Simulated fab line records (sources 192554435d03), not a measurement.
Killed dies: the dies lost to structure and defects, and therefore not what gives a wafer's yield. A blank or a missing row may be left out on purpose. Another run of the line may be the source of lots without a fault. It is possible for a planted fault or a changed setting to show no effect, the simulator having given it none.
Chamber matching || flow n5 finfet || ald sin-02 running N5_BEOL_M1_ALD_98: 4 sister chambers
The step deposits SiO2, target thk 2.5 nm, pulse time 1 s, co reactant pulse time 1 s. 16 wafers are shown with their chamber, then 8 later ones without.

WAFERS PAIRED WITH THEIR CHAMBERS
{"wafer": "L770.1", "chamber": 3, "heater power w (W)": 80, "precursor pulse height rel": 1.009}
{"wafer": "L770.3", "chamber": 2, "heater power w (W)": 78, "precursor pulse height rel": 0.956}
{"wafer": "L770.4", "chamber": 1, "heater power w (W)": 78, "precursor pulse height rel": 1.016}
{"wafer": "L773.1", "chamber": 2, "heater power w (W)": 78, "precursor pulse height rel": 0.988}
{"wafer": "L773.3", "chamber": 1, "heater power w (W)": 77, "precursor pulse height rel": 1.017}
{"wafer": "L773.4", "chamber": 2, "heater power w (W)": 76, "precursor pulse height rel": 0.991}
{"wafer": "L774.3", "chamber": 2, "heater power w (W)": 79, "precursor pulse height rel": 1.044}
{"wafer": "L774.4", "chamber": 0, "heater power w (W)": 73, "precursor pulse height rel": 1.032}
{"wafer": "L774.6", "chamber": 3, "heater power w (W)": 81, "precursor pulse height rel": 1.001}
{"wafer": "L775.2", "chamber": 0, "heater power w (W)": 74, "precursor pulse height rel": 1.001}
{"wafer": "L775.4", "chamber": 3, "heater power w (W)": 80, "precursor pulse height rel": 0.995}
{"wafer": "L775.6", "chamber": 3, "heater power w (W)": 78, "precursor pulse height rel": 1.024}
{"wafer": "L776.1", "chamber": 1, "heater power w (W)": 77, "precursor pulse height rel": 1.030}
{"wafer": "L776.4", "chamber": 2, "heater power w (W)": 77, "precursor pulse height rel": 1.004}
{"wafer": "L776.6", "chamber": 0, "heater power w (W)": 73, "precursor pulse height rel": 1.023}
{"wafer": "L778.1", "chamber": 2, "heater power w (W)": 78, "precursor pulse height rel": 1.014}

SIGNATURES, as means of the wafers listed above
{"reading": "heater power w", "chamber 0": 73.33, "chamber 1": 77.33, "chamber 2": 77.67, "chamber 3": 79.75, "scatter within a chamber": 0.975}
{"reading": "precursor pulse height rel", "chamber 0": 1.01867, "chamber 1": 1.02100, "chamber 2": 0.99950, "chamber 3": 1.00725, "scatter within a chamber": 0.0212}
Rule: for a wafer and a chamber, the distance is found by dividing, reading by reading, the gap between the wafer's reading and the chamber's mean by the reading's scatter, squaring, summing and taking the root. If the next closest chamber is less than 2 further off than the closest, the wafer can't be placed; otherwise it belongs to the closest. How the scatter is found: for the shown wafers, subtract from each reading the mean of its chamber, square and add these, divide the total by (wafers less chambers), then take the root.

WAFERS WITH NO CHAMBER GIVEN
{"wafer": "L778.5", "heater power w (W)": 74, "precursor pulse height rel": 0.997}
{"wafer": "L778.6", "heater power w (W)": 80, "precursor pulse height rel": 0.977}
{"wafer": "L781.2", "heater power w (W)": 73, "precursor pulse height rel": 0.981}
{"wafer": "L781.3", "heater power w (W)": 78, "precursor pulse height rel": 1.034}
{"wafer": "L781.6", "heater power w (W)": 77, "precursor pulse height rel": 1.013}
{"wafer": "L785.1", "heater power w (W)": 79, "precursor pulse height rel": 0.974}
{"wafer": "L785.4", "heater power w (W)": 78, "precursor pulse height rel": 0.990}
{"wafer": "L785.6", "heater power w (W)": 75, "precursor pulse height rel": 1.007}

WHICH CHAMBER EACH ONE RAN IN
{"wafer": "L778.5", "from the rows above": 0, "in truth": 0}
{"wafer": "L778.6", "from the rows above": "can't be placed: 3 or 2 or 1", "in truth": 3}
{"wafer": "L781.2", "from the rows above": 0, "in truth": 0}
{"wafer": "L781.3", "from the rows above": "can't be placed: 1 or 2 or 3", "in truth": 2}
{"wafer": "L781.6", "from the rows above": "can't be placed: 1 or 2", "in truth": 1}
{"wafer": "L785.1", "from the rows above": "can't be placed: 3 or 2 or 1", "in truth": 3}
{"wafer": "L785.4", "from the rows above": "can't be placed: 2 or 1 or 3", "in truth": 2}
{"wafer": "L785.6", "from the rows above": "can't be placed: 0 or 1 or 2", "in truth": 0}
2 of 8 placed correctly. These rows do not allow placing 6 (true chamber among the candidates in 6). Placed wrongly: 0.
